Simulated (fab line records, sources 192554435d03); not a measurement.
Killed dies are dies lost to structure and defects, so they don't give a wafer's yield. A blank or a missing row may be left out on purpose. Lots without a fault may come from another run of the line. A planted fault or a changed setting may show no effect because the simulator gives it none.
Chamber matching | flow n5_finfet | N5_BEOL_M11_STRIP_19 on rie_diel-03: 4 sister chambers
The step strips in O2. 14 wafers are shown with their chamber, then 7 later ones without.

WAFERS WITH THEIR CHAMBER
wafer  | chamber | showerhead_plenum_p_Torr (Torr) | drypump_motor_current_A (A) | throttle_valve_pct (%)
L077.3 | 1       | 2.23                            | 5.4                         | 16.79
L077.4 | 3       | 2.14                            | 6.4                         | 16.89
L077.6 | 1       | 2.23                            | 5.4                         | 16.75
L080.4 | 2       | 2.06                            | 5.3                         | 16.29
L080.5 | 3       | 2.14                            | 6.4                         | 16.88
L080.6 | 2       | 2.06                            | 5.3                         | 16.32
L084.1 | 0       | 2.06                            | 5.1                         | 16.77
L084.4 | 1       | 2.23                            | 5.4                         | 16.79
L084.6 | 1       | 2.23                            | 5.3                         | 16.77
L090.1 | 1       | 2.23                            | 5.4                         | 16.79
L090.3 | 3       | 2.13                            | 6.4                         | 16.92
L090.6 | 1       | 2.23                            | 5.4                         | 16.79
L089.1 | 1       | 2.22                            | 5.4                         | 16.81
L089.5 | 3       | 2.13                            | 6.3                         | 16.93

SIGNATURES (means of the wafers above)
reading                  | chamber 0 | chamber 1 | chamber 2 | chamber 3 | scatter within a chamber
showerhead_plenum_p_Torr | 2.0600    | 2.2286    | 2.0600    | 2.1350    | 0.00431
drypump_motor_current_A  | 5.100     | 5.386     | 5.300     | 6.375     | 0.0401
throttle_valve_pct       | 16.7700   | 16.7843   | 16.3050   | 16.9050   | 0.0208
Rule: a wafer's distance from a chamber is the root of the sum, over the readings, of the square of ((its reading less the chamber's mean) divided by the reading's scatter). The wafer belongs to the nearest chamber; if the next one is less than 2 further off, it can't be placed. The scatter: the root of (the sum of the squares of (reading less its chamber's mean) over the shown wafers, divided by (wafers less chambers)).

WAFERS WITHOUT THEIR CHAMBER
wafer  | showerhead_plenum_p_Torr (Torr) | drypump_motor_current_A (A) | throttle_valve_pct (%)
L089.6 | 2.06                            | 5.1                         | 16.82
L096.3 | 2.05                            | 5.1                         | 16.84
L096.5 | 2.22                            | 5.4                         | 16.84
L096.6 | 2.12                            | 6.5                         | 16.94
L095.2 | 2.12                            | 6.4                         | 16.95
L095.5 | 2.22                            | 5.4                         | 16.84
L095.6 | 2.12                            | 6.4                         | 16.94

WHICH CHAMBER EACH WENT THROUGH
wafer  | from the rows above | in truth
L089.6 | 0                   | 0
L096.3 | 0                   | 0
L096.5 | 1                   | 1
L096.6 | 3                   | 3
L095.2 | 3                   | 3
L095.5 | 1                   | 1
L095.6 | 3                   | 3
Placed correctly: 7 of 7. Can't be placed from these rows: 0. Placed wrongly: 0.
